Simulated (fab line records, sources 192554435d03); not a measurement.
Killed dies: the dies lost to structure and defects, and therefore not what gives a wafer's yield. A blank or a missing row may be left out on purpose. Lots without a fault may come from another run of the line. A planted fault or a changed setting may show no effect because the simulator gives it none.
Comparing a struck lot with a sound one :: flow n5Finfet :: 17 steps out of a route of 1938
Sound: wafers L851.1, L851.2, L851.5. The struck wafers were L863.1, L863.3, L863.4. The cause is given at the end.
Per side, at each step with rows, come the tool, then ch with its chambers, and then its first start. Under that, the readings that differ: sound wafers :: struck wafers :: difference of the means :: sigmas: that difference in standard deviations of wafers without a fault.
alike: a reading whose means differ by less than 2 such deviations, as well as words and numbers matching on both sides. not compared: withheld readings; readings where some wafer has no value; bounds like >300 that might hide an equal value; numbers whose values overlap and for which the record gives no deviation.
The two part at a step that has a row with sigmas, a row that says differs or no value, or rows on one side only. When numbers do not overlap yet have no deviation, they are printed without sigmas and do not part them. A reading missing from all wafers of one side parts the sides only when that side holds two or more wafers.

first, 2 steps without rows for these wafers: N5_BEOL_M4_PEB_09 (peb time 60 s); N5_BEOL_M4_DEVELOP_10 (develop time 30 s).
N5_BEOL_M4_CD_MEAS_11 targets a cd of 16.79 nm.
  sound on cdSem-03 ch 0, day 8 15:40; struck on cdSem-03 ch 0, day 12 05:08
  alike: cdNm
N5_BEOL_M4_OVL_MEAS_12:
  sound on overlay-02 ch 0, day 8 15:42; struck on overlay-02 ch 0, day 12 05:10
  alike: M4_OVL
N5_BEOL_M4_INSPECT_13: inspects for defects (brightfield).
  struck on defectInspect-02, day 12 05:14; sound on defectInspect-01, day 8 15:45
  alike: rawDefectCount
N5_BEOL_M4_DESCUM_16: chemistry O2, time 7 s.
  sound on rieDiel-01 ch 1,3, day 8 15:57; struck on rieDiel-05 ch 1,2,3, day 12 05:16
  alike: drypumpMotorCurrentA, oesProductAu, rfVppV, showerheadPlenumPTorr, throttleValvePct
  not compared: rfHoursCounterH
N5_BEOL_M4_ETCH_74: etches underlayer in N2/H2, target depth 6.5 nm, time 5.2 s.
  sound on rieDiel-01 ch 1,3, day 8 15:59; struck on rieDiel-05 ch 1,2,3, day 12 05:18
reading: etchRfOnTimeS (s)
sound: 5.22 5.24 5.32
struck: 5.03 5.06 5.10
difference: -0.20
sigmas: -3
  alike: drypumpMotorCurrentA, oesProductAu, rfVppV, showerheadPlenumPTorr, throttleValvePct
  not compared: rfHoursCounterH
N5_BEOL_M4_ETCH_63: etches SiARC in CF4, target depth 15.6 nm, time 26 s.
  sound on rieDiel-01 ch 1,3, day 8 16:00; struck on rieDiel-05 ch 1,2,3, day 12 05:19
reading: etchRfOnTimeS (s)
sound: 26.4 26.3 26.7
struck: 25.1 25.1 25.4
difference: -1.3
sigmas: -3
  alike: drypumpMotorCurrentA, oesProductAu, rfVppV, showerheadPlenumPTorr, throttleValvePct
  not compared: rfHoursCounterH
then, 3 steps without rows for these wafers: N5_BEOL_M4_ETCH_64 (etches SOC in N2/H2, target depth 75 nm, overetch 22.5 nm, time 121.9 s); N5_BEOL_M4_STRIP_65 (strips in N2/H2); N5_BEOL_M4_STRIP_75 (strips in N2/H2).
N5_BEOL_M4_STRIP_66: strips in CF4.
  sound on rieDiel-01 ch 1,3, day 8 16:10; struck on rieDiel-05 ch 1,2,3, day 12 05:28
  alike: drypumpMotorCurrentA, oesProductAu, powerW, rfVppV, showerheadPlenumPTorr, throttleValvePct
  not compared: rfHoursCounterH
N5_BEOL_M4_HM_OPEN_17: chemistry Cl2/BCl3, target TiN, target depth 20 nm, overetch 6 nm.
  sound on rieMetal-01 ch 0,1, day 8 16:12; struck on rieMetal-02 ch 0,1, day 12 05:31
  no value came back on the struck wafers for any of 5 readings (bcl3FlowSccm (sccm), biasW (W) and others); on the sound wafers bcl3FlowSccm (sccm) reads 21.78 21.81 21.77
reading: model.SOC_of_BEOL_M4_COAT_61.thkNm (nm)
sound: 52.6 52.4 52.6
struck: 60 59.8 59.8
difference: +7
sigmas: 
  not compared: rfHoursCounterH
N5_BEOL_M4_STRIP_19: strips in O2.
  sound on rieDiel-05 ch 0,3, day 8 16:19; struck on rieDiel-06 ch 1,3, day 12 05:38
  alike: drypumpMotorCurrentA, oesProductAu, rfVppV, showerheadPlenumPTorr, throttleValvePct
  not compared: rfHoursCounterH
N5_BEOL_M4_CD_MEAS_18: pitch 36 nm, target cd 18 nm.
  struck on cdSem-01, day 12 05:42; sound on cdSem-01, day 8 16:23
reading: cdNm (nm)
sound: 18.33 17.82 18.28
struck: - - -
difference: no value on the struck wafers
sigmas: 
then, 1 step without rows for these wafers: N5_BEOL_M4_COAT_67 (time 60 s, resist thk 60 nm).
N5_BEOL_M4_RC_MEAS_101:
  the record has rows for the sound wafers here (prober-02 ch 0, day 9 02:08) and none for the struck ones

WHERE THEY PART
First at N5_BEOL_M4_ETCH_74; last, within this record, at N5_BEOL_M4_RC_MEAS_101.

WHY: whatever the simulator had introduced
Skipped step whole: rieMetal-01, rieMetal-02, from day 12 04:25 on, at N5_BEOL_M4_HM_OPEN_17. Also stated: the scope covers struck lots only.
